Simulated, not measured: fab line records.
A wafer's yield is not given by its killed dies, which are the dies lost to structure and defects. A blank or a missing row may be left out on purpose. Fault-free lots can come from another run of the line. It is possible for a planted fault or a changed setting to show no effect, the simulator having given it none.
fab line records | flow n5_finfet
record: lots: 6 | wafers: 18 | last_day: 17
route steps=1938 shown BEOL_M3@936 BEOL_M4@1111
lots that met no fault: taken from a fault-free run of the same line
start_h: the number of hours between the record's first day and the start of the first shown wafer of the lot | wait_h: time in hours since the lot's previous step | " repeats the value in the row above | L1.1+2: several wafers, shown together as one row | - either no value or no given start | * or withheld: withheld | < > ~ a bound
route shown NAME@n: names a module that has steps shown in the file, with the first one's number in the route | usual: mean/standard deviation taken from wafers without a fault | same: alike in all rows | chamber/n: place in a boat | sites: each site's reading | _std_site: the values' standard deviation | _edge_site: the outer-site mean with the inner-site mean subtracted | radius_mm: how far each site lies from the wafer's centre | mask NAME#n: copy n | behind: tool/chamber where the wafer was last shaped | hold: why the lot was held/for how many hours/how that ended | device: transistor that didn't switch, given as n, p or np | end of line: at the end of the route, the tests of the same wafers | step lacking rows: just its recipe | killed: not the wafer's yield, but the dies lost to structure and defects at the first sort | map: a wafer's dies, x killed, . not, _ none there
set.NAME: the setting that was run; set.NAME@STEP: the one run at that earlier step | model.NAME: the simulator's own value behind a step, which no gauge read
lots at some steps of the route; a table a step, a row a wafer
services: a tool's chamber out of use, with start hour (start_h, from the record's first day; less than 0 if before it), hours out, and reason
== steps ==
step: N5_BEOL_M3_COAT_62
recipe: resist: SiARC | temp_c: 220 | time_s: 60 | spin_rpm: 1500 | resist_thk_nm: 12
step: N5_BEOL_M3_COAT_73
recipe: resist: underlayer | temp_c: 205 | time_s: 60 | spin_rpm: 1500 | resist_thk_nm: 5
step: N5_BEOL_M3_COAT_05
recipe: resist: CAR-EUV | spin_rpm: 1500 | resist_thk_nm: 30
step: N5_BEOL_M3_EBR_07
recipe: solvent: PGMEA | ebr_width_mm: 1.5
step: N5_BEOL_M3_SOFTBAKE_06
recipe: temp_c: 110 | time_s: 60 | resist: CAR-EUV
step: N5_BEOL_M3_EXPOSE_08
recipe: mask_id: M3 | na: 0.33 | source_shape: dipole | sigma_inner: 0.369 | sigma_outer: 0.767 | polarization: unpolarized | dose_mj: 33
step: N5_BEOL_M3_PEB_09
recipe: peb_temp_c: 100 | peb_time_s: 60 | resist: CAR-EUV
step: N5_BEOL_M3_DEVELOP_10
recipe: develop_time_s: 30 | developer: TMAH | resist: CAR-EUV | rinse_liquid: surfactant_rinse | dry: air_spin | dev_temp_c: 23
step: N5_BEOL_M3_CD_MEAS_11
recipe: target_cd_nm: 17.05 | landing_energy_ev: 500 | detector: se_inlens | polarity: opening
usual: cd_nm: 17.07/0.27
lot.wafer | tool      | chamber | start_h | wait_h | cd_nm
L814.1    | cd_sem-01 | 0       | 174.84  | -      | 16.94
L814.3    | "         | 0       | "       | "      | 17.05
L814.4    | "         | 0       | "       | "      | 16.90
L822.3    | cd_sem-03 | 0       | 212.92  | -      | 17.30
L822.5    | "         | 0       | "       | "      | 17.25
L822.6    | "         | 0       | "       | "      | 17.27
L828.1    | cd_sem-03 | 0       | 252.13  | -      | 17.01
L828.2    | "         | 0       | "       | "      | 17.49
L828.3    | "         | 0       | "       | "      | 17.25
L827.3    | cd_sem-01 | 0       | 257.58  | -      | 16.93
L827.4    | "         | 0       | "       | "      | 17.01
L827.5    | "         | 0       | "       | "      | 17.13
L830.1    | cd_sem-02 | 0       | 267.90  | -      | 17.20
L830.2    | "         | 0       | "       | "      | 17.50
L830.5    | "         | 0       | "       | "      | 17.25
L832.2    | cd_sem-01 | 0       | 285.47  | -      | 17.57
L832.3    | "         | 0       | "       | "      | 17.46
L832.5    | "         | 0       | "       | "      | 17.53
step: N5_BEOL_M3_OVL_MEAS_12
recipe: points_per_wafer: 522
usual: M3_OVL: 0.3/0.93
lot.wafer | tool       | chamber | start_h | wait_h | M3_OVL[nm]
L814.1    | overlay-01 | 0       | 174.87  | 0.0    | -0.4
L814.3    | "          | 0       | "       | "      | -0.6
L814.4    | "          | 0       | "       | "      | 1.4
L822.3    | overlay-01 | 0       | 212.96  | 0.0    | -0.9
L822.5    | "          | 0       | "       | "      | -0.3
L822.6    | "          | 0       | "       | "      | 0.5
L828.1    | overlay-02 | 0       | 252.16  | 0.0    | 0.5
L828.2    | "          | 0       | "       | "      | 0.4
L828.3    | "          | 0       | "       | "      | 0.5
L827.3    | overlay-01 | 0       | 257.62  | 0.0    | 0.1
L827.4    | "          | 0       | "       | "      | 0.7
L827.5    | "          | 0       | "       | "      | -0.6
L830.1    | overlay-02 | 0       | 267.93  | 0.0    | -1.5
L830.2    | "          | 0       | "       | "      | -0.2
L830.5    | "          | 0       | "       | "      | -0.6
L832.2    | overlay-02 | 0       | 285.50  | 0.0    | -1.0
L832.3    | "          | 0       | "       | "      | 1.0
L832.5    | "          | 0       | "       | "      | 1.7
step: N5_BEOL_M3_INSPECT_13
recipe: mode: adi | inspect_instrument: brightfield
usual: raw_defect_count: 427/110
lot.wafer | tool              | chamber | start_h | wait_h | raw_defect_count
L814.1    | defect_inspect-02 | -       | 174.93  | 0.1    | 425
L814.3    | "                 | -       | "       | "      | 403
L814.4    | "                 | -       | "       | "      | 410
L822.3    | defect_inspect-01 | -       | 213.01  | 0.0    | 483
L822.5    | "                 | -       | "       | "      | 290
L822.6    | "                 | -       | "       | "      | 317
L828.1    | defect_inspect-01 | -       | 252.22  | 0.1    | 495
L828.2    | "                 | -       | "       | "      | 406
L828.3    | "                 | -       | "       | "      | 530
L827.3    | defect_inspect-02 | -       | 257.68  | 0.1    | 394
L827.4    | "                 | -       | "       | "      | 362
L827.5    | "                 | -       | "       | "      | 456
L830.1    | defect_inspect-01 | -       | 267.99  | 0.1    | 396
L830.2    | "                 | -       | "       | "      | 540
L830.5    | "                 | -       | "       | "      | 345
L832.2    | defect_inspect-01 | -       | 285.56  | 0.0    | 478
L832.3    | "                 | -       | "       | "      | 487
L832.5    | "                 | -       | "       | "      | 362
step: N5_BEOL_M3_DESCUM_16
recipe: chemistry: O2 | time_s: 7 | source_power_w: 50 | bias_power_w: 20 | pressure_mtorr: 20 | rf_frequency_hz: 2.712e+07 | temp_c: 40 | resist: CAR-EUV | o2_flow_sccm: 225
usual: drypump_motor_current_A: 5.63/0.3 | oes_product_au: 0.79/0.092 | rf_vpp_V: 243.5/1 | showerhead_plenum_p_Torr: 2.12/0.044 | throttle_valve_pct: 20.42/0.24
lot.wafer | tool        | chamber | start_h | wait_h | drypump_motor_current_A | oes_product_au | rf_hours_counter_h | rf_vpp_V | showerhead_plenum_p_Torr | throttle_valve_pct
L814.1    | rie_diel-01 | 0       | 175.45  | 0.5    | 6.11                    | 0.91           | 11                 | 243.0    | 2.16                     | 20.52
L814.3    | "           | 1       | "       | "      | 5.96                    | 0.69           | 228                | 243.4    | 2.18                     | 20.97
L814.4    | "           | 2       | "       | "      | 5.25                    | 0.68           | 228                | 242.0    | 2.08                     | 20.40
L822.3    | rie_diel-05 | 3       | 213.04  | 0.0    | 5.56                    | 0.68           | 226                | 242.9    | 2.07                     | 20.71
L822.5    | "           | 3       | "       | "      | 5.57                    | 0.69           | -                  | 244.3    | 2.07                     | 20.70
L822.6    | "           | 2       | "       | "      | 5.55                    | 0.83           | -                  | 246.2    | 2.11                     | 20.30
L828.1    | rie_diel-05 | 0       | 252.26  | 0.0    | 6.06                    | 0.74           | 187                | 245.8    | 2.17                     | 20.32
L828.2    | "           | 3       | "       | "      | 5.55                    | 0.68           | 237                | 243.7    | 2.07                     | 20.72
L828.3    | "           | 2       | "       | "      | 5.54                    | 0.81           | 74                 | 243.9    | 2.11                     | 20.34
L827.3    | rie_diel-06 | 1       | 257.72  | 0.0    | 5.29                    | 0.91           | 20                 | 243.5    | 2.14                     | 20.04
L827.4    | "           | 2       | "       | "      | 5.57                    | 0.70           | 214                | 242.8    | 2.08                     | 20.62
L827.5    | "           | 3       | "       | "      | 5.27                    | 0.81           | -                  | 241.6    | 2.02                     | 20.44
L830.1    | rie_diel-05 | 1       | 268.16  | 0.2    | 5.29                    | 0.79           | 112                | 244.4    | 2.11                     | 20.27
L830.2    | "           | 2       | "       | "      | 5.55                    | 0.81           | 78                 | 244.1    | 2.11                     | 20.35
L830.5    | "           | 2       | "       | "      | 5.56                    | 0.80           | -                  | 244.2    | 2.11                     | 20.34
L832.2    | rie_diel-01 | 0       | 285.59  | 0.0    | 6.10                    | 0.82           | 52                 | 243.4    | 2.15                     | 20.58
L832.3    | "           | 1       | "       | "      | 5.93                    | 0.94           | 11                 | 244.4    | 2.17                     | 20.65
L832.5    | "           | 1       | "       | "      | 5.95                    | 0.94           | -                  | 243.4    | 2.17                     | 20.64
step: N5_BEOL_M3_ETCH_74
recipe: chemistry: N2/H2 | target: underlayer | target_depth_a: 65 | mask_material: CAR-EUV | time_s: 5.2 | ion_energy_ev: 200 | pressure_mtorr: 30 | source_w: 840 | bias_w: 150 | n2_flow_sccm: 200 | h2_flow_sccm: 200 | ends: cleared
usual: drypump_motor_current_A: 5.64/0.3 | etch_rf_on_time_s: 5.19/0.12 | h2_flow_sccm: 199.9/0.64 | oes_product_au: 0.67/0.079 | rf_vpp_V: 524.8/1.9 | showerhead_plenum_p_Torr: 2.57/0.056 | throttle_valve_pct: 17.90/0.22
lot.wafer | tool        | chamber | start_h | wait_h | drypump_motor_current_A | etch_rf_on_time_s | h2_flow_sccm | oes_product_au | rf_hours_counter_h | rf_vpp_V | showerhead_plenum_p_Torr | throttle_valve_pct
L814.1    | rie_diel-01 | 0       | 175.49  | 0.0    | 6.10                    | 5.34              | 200.0        | 0.77           | 11                 | 526.8    | 2.62                     | 17.99
L814.3    | "           | 1       | "       | "      | 5.96                    | 5.25              | 200.2        | 0.60           | 228                | 524.2    | 2.63                     | 18.44
L814.4    | "           | 2       | "       | "      | 5.28                    | 5.23              | 200.2        | 0.57           | 228                | 520.9    | 2.51                     | 17.85
L822.3    | rie_diel-05 | 3       | 213.08  | 0.0    | 5.55                    | 5.22              | 200.4        | 0.60           | 226                | 523.8    | 2.49                     | 17.94
L822.5    | "           | 3       | "       | "      | 5.54                    | 5.21              | 200.7        | 0.59           | -                  | 522.9    | 2.49                     | 17.96
L822.6    | "           | 2       | "       | "      | 5.56                    | 5.11              | 200.9        | 0.71           | -                  | 523.5    | 2.59                     | 18.00
L828.1    | rie_diel-05 | 0       | 252.29  | 0.0    | 6.05                    | 7.69              | 199.6        | 0.51           | 187                | 524.6    | 2.64                     | 17.83
L828.2    | "           | 3       | "       | "      | 5.55                    | 5.26              | 200.4        | 0.58           | 237                | 524.1    | 2.49                     | 17.95
L828.3    | "           | 2       | "       | "      | 5.56                    | 5.14              | 201.6        | 0.71           | 74                 | 527.0    | 2.59                     | 18.03
L827.3    | rie_diel-06 | 1       | 257.76  | 0.0    | 5.29                    | 5.32              | 199.7        | 0.77           | 20                 | 524.8    | 2.59                     | 17.38
L827.4    | "           | 2       | "       | "      | 5.55                    | 5.24              | 199.6        | 0.59           | 214                | 525.2    | 2.52                     | 18.02
L827.5    | "           | 3       | "       | "      | 5.32                    | 5.00              | 198.6        | 0.69           | -                  | 521.8    | 2.47                     | 18.01
L830.1    | rie_diel-05 | 1       | 268.20  | 0.0    | 5.26                    | 7.63              | 200.7        | 0.55           | 112                | 522.9    | 2.58                     | 17.76
L830.2    | "           | 2       | "       | "      | 5.57                    | 5.17              | 199.2        | 0.69           | 78                 | 525.4    | 2.59                     | 18.05
L830.5    | "           | 2       | "       | "      | 5.57                    | 5.21              | 200.6        | 0.69           | -                  | 525.5    | 2.59                     | 18.02
L832.2    | rie_diel-01 | 0       | 285.62  | 0.0    | 6.09                    | 5.23              | 200.6        | 0.71           | 52                 | 525.5    | 2.60                     | 18.03
L832.3    | "           | 1       | "       | "      | 5.96                    | 4.93              | 199.7        | 0.81           | 11                 | 526.2    | 2.62                     | 18.05
L832.5    | "           | 1       | "       | "      | 5.94                    | 4.99              | 199.7        | 0.79           | -                  | 525.9    | 2.62                     | 18.04
step: N5_BEOL_M3_ETCH_63
recipe: chemistry: CF4 | target: SiARC | target_depth_a: 156 | mask_material: CAR-EUV | time_s: 26 | ion_energy_ev: 80 | pressure_mtorr: 40 | source_w: 545 | bias_w: 36 | Ar_flow_sccm: 100 | cf4_flow_sccm: 100 | ends: cleared
usual: drypump_motor_current_A: 5.63/0.3 | etch_rf_on_time_s: 25.9/0.53 | oes_product_au: 0.68/0.079 | rf_vpp_V: 184.1/0.92 | showerhead_plenum_p_Torr: 2.16/0.045 | throttle_valve_pct: 15.60/0.2
lot.wafer | tool        | chamber | start_h | wait_h | drypump_motor_current_A | etch_rf_on_time_s | oes_product_au | rf_hours_counter_h | rf_vpp_V | showerhead_plenum_p_Torr | throttle_valve_pct
L814.1    | rie_diel-01 | 0       | 175.51  | 0.0    | 6.06                    | 26.5              | 0.78           | 11                 | 183.6    | 2.19                     | 15.49
L814.3    | "           | 1       | "       | "      | 5.95                    | 26.0              | 0.60           | 228                | 185.0    | 2.20                     | 16.00
L814.4    | "           | 2       | "       | "      | 5.24                    | 25.9              | 0.58           | 228                | 185.1    | 2.12                     | 15.64
L822.3    | rie_diel-05 | 3       | 213.09  | 0.0    | 5.54                    | 25.9              | 0.60           | 226                | 183.8    | 2.12                     | 15.90
L822.5    | "           | 3       | "       | "      | 5.56                    | 26.0              | 0.60           | -                  | 184.2    | 2.12                     | 15.90
L822.6    | "           | 2       | "       | "      | 5.58                    | 25.6              | 0.72           | -                  | 183.9    | 2.17                     | 15.55
L828.1    | rie_diel-05 | 0       | 252.31  | 0.0    | 6.05                    | 25.5              | 0.62           | 187                | 183.9    | 2.23                     | 15.58
L828.2    | "           | 3       | "       | "      | 5.54                    | 26.4              | 0.58           | 237                | 182.9    | 2.11                     | 15.95
L828.3    | "           | 2       | "       | "      | 5.56                    | 25.8              | 0.70           | 74                 | 184.8    | 2.17                     | 15.58
L827.3    | rie_diel-06 | 1       | 257.77  | 0.0    | 5.25                    | 26.6              | 0.77           | 20                 | 184.5    | 2.20                     | 15.32
L827.4    | "           | 2       | "       | "      | 5.57                    | 26.4              | 0.60           | 214                | 183.7    | 2.12                     | 15.83
L827.5    | "           | 3       | "       | "      | 5.27                    | 25.2              | 0.70           | -                  | 183.3    | 2.08                     | 15.58
L830.1    | rie_diel-05 | 1       | 268.21  | 0.0    | 5.28                    | 25.9              | 0.67           | 112                | 184.7    | 2.14                     | 15.40
L830.2    | "           | 2       | "       | "      | 5.56                    | 26.3              | 0.69           | 78                 | 184.1    | 2.17                     | 15.59
L830.5    | "           | 2       | "       | "      | 5.56                    | 26.4              | 0.69           | -                  | 183.3    | 2.17                     | 15.59
L832.2    | rie_diel-01 | 0       | 285.64  | 0.0    | 6.08                    | 26.5              | 0.70           | 52                 | 185.1    | 2.17                     | 15.57
L832.3    | "           | 1       | "       | "      | 5.96                    | 25.1              | 0.81           | 11                 | 185.7    | 2.19                     | 15.58
L832.5    | "           | 1       | "       | "      | 5.96                    | 25.2              | 0.82           | -                  | 185.0    | 2.19                     | 15.59
step: N5_BEOL_M4_RC_MEAS_101
usual: DIBL_N: 35.8/1.5 | DIBL_P: 35.9/1.8 | IOFF_N: 0.152/0.025 | IOFF_P: 0.21/0.031 | ION_N: 672/11 | ION_P: 462/7.4 | SS_N: 71.5/0.52 | SS_P: 73.2/0.54 | VT_N: 250/3 | VT_P: -250/3.3
lot.wafer | tool      | chamber | start_h | wait_h | DIBL_N[mV/V] | DIBL_P[mV/V] | IOFF_N[nA/um] | IOFF_P[nA/um] | ION_N[uA/um] | ION_P[uA/um] | SS_N[mV/dec] | SS_P[mV/dec] | VT_N[mV] | VT_P[mV]
L814.1    | prober-01 | 0       | 199.61  | 0.1    | 35.4         | 35.9         | 0.139         | 0.17          | 662          | 449          | 72.0         | 72.9         | 251      | -252
L814.3    | "         | 0       | "       | "      | 34.5         | 35.5         | 0.127         | 0.16          | 668          | 452          | 70.7         | 72.8         | 252      | -254
L814.4    | "         | 0       | "       | "      | 35.1         | 35.9         | 0.136         | 0.17          | 664          | 459          | 70.7         | 73.0         | 250      | -254
L822.3    | prober-01 | 0       | 237.07  | 0.3    | 35.1         | 35.8         | 0.145         | 0.19          | 674          | 462          | 71.6         | 74.0         | 250      | -249
L822.5    | "         | 0       | "       | "      | 34.8         | 35.1         | 0.134         | 0.18          | 676          | 461          | 71.4         | 73.3         | 252      | -253
L822.6    | "         | 0       | "       | "      | 36.6         | 37.9         | 0.180         | 0.22          | 681          | 470          | 71.3         | 74.0         | 247      | -252
L828.1    | prober-02 | 0       | 271.44  | 0.0    | 32.3         | 33.9         | 0.127         | 0.18          | 663          | 456          | 71.3         | 71.4         | 252      | -251
L828.2    | "         | 0       | "       | "      | 35.1         | 37.7         | 0.185         | 0.25          | 683          | 467          | 71.7         | 73.6         | 247      | -248
L828.3    | "         | 0       | "       | "      | 33.5         | 34.7         | 0.147         | 0.20          | 671          | 459          | 71.0         | 72.7         | 249      | -250
L827.3    | prober-01 | 0       | 285.21  | 0.3    | 35.5         | 35.8         | 0.171         | 0.21          | 661          | 456          | 71.7         | 73.2         | 246      | -249
L827.4    | "         | 0       | "       | "      | 36.2         | 37.2         | 0.177         | 0.23          | 693          | 470          | 70.9         | 73.8         | 246      | -248
L827.5    | "         | 0       | "       | "      | 36.6         | 37.0         | 0.176         | 0.22          | 672          | 458          | 71.3         | 74.2         | 248      | -248
L830.1    | prober-01 | 0       | 289.18  | 0.0    | 32.4         | 33.3         | 0.116         | 0.20          | 660          | 468          | 71.5         | 72.3         | 253      | -248
L830.2    | "         | 0       | "       | "      | 34.6         | 35.6         | 0.152         | 0.23          | 689          | 477          | 71.6         | 72.6         | 250      | -247
L830.5    | "         | 0       | "       | "      | 34.5         | 35.4         | 0.141         | 0.22          | 656          | 459          | 71.5         | 73.0         | 252      | -245
L832.2    | prober-01 | 0       | 303.50  | 0.2    | 34.3         | 33.5         | 0.120         | 0.19          | 653          | 455          | 70.4         | 72.2         | 256      | -250
L832.3    | "         | 0       | "       | "      | 38.3         | 38.4         | 0.200         | 0.28          | 685          | 470          | 71.4         | 72.8         | 249      | -244
L832.5    | "         | 0       | "       | "      | 33.3         | 32.8         | 0.114         | 0.18          | 656          | 455          | 70.2         | 72.3         | 252      | -251
== services ==
tool        | chamber | start_h | hours | kind
rie_diel-01 | 3       | 157.99  | 1.5   | repair
rie_diel-06 | 1       | 177.25  | 22.2  | repair
rie_diel-06 | 2       | 194.15  | 4.6   | repair
rie_diel-01 | 1       | 239.29  | -     | clean
rie_diel-01 | 1       | 239.29  | -     | consumable_replace:focus_ring
rie_diel-01 | 1       | 239.29  | 17.8  | scheduled_down
rie_diel-01 | 1       | 239.29  | 17.8  | vent_cycle
rie_diel-01 | 2       | 257.19  | -     | clean
rie_diel-01 | 2       | 257.19  | -     | consumable_replace:focus_ring
rie_diel-01 | 2       | 257.19  | 19.0  | scheduled_down
rie_diel-01 | 2       | 257.19  | 19.0  | vent_cycle
rie_diel-06 | 0       | 274.36  | 3.1   | repair
== key ==
first_sign: step: N5_BEOL_M3_ETCH_74 | reading: etch_rf_on_time_s | direction: up | sigmas: 20 | usual: * | struck: *
effect none on later readings
met_at N5_BEOL_M3_ETCH_74
struck_wafers L828.1,L830.1
onset_between 213.08 252.29
fault: kind: process_parameter_drift | tool: rie_diel-05 | chamber: - | onset_h: 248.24 | steps: N5_BEOL_M3_ETCH_74 | channel: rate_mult | offset: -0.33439 | shape: step | end_h: 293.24 | scope: struck_wafers_only
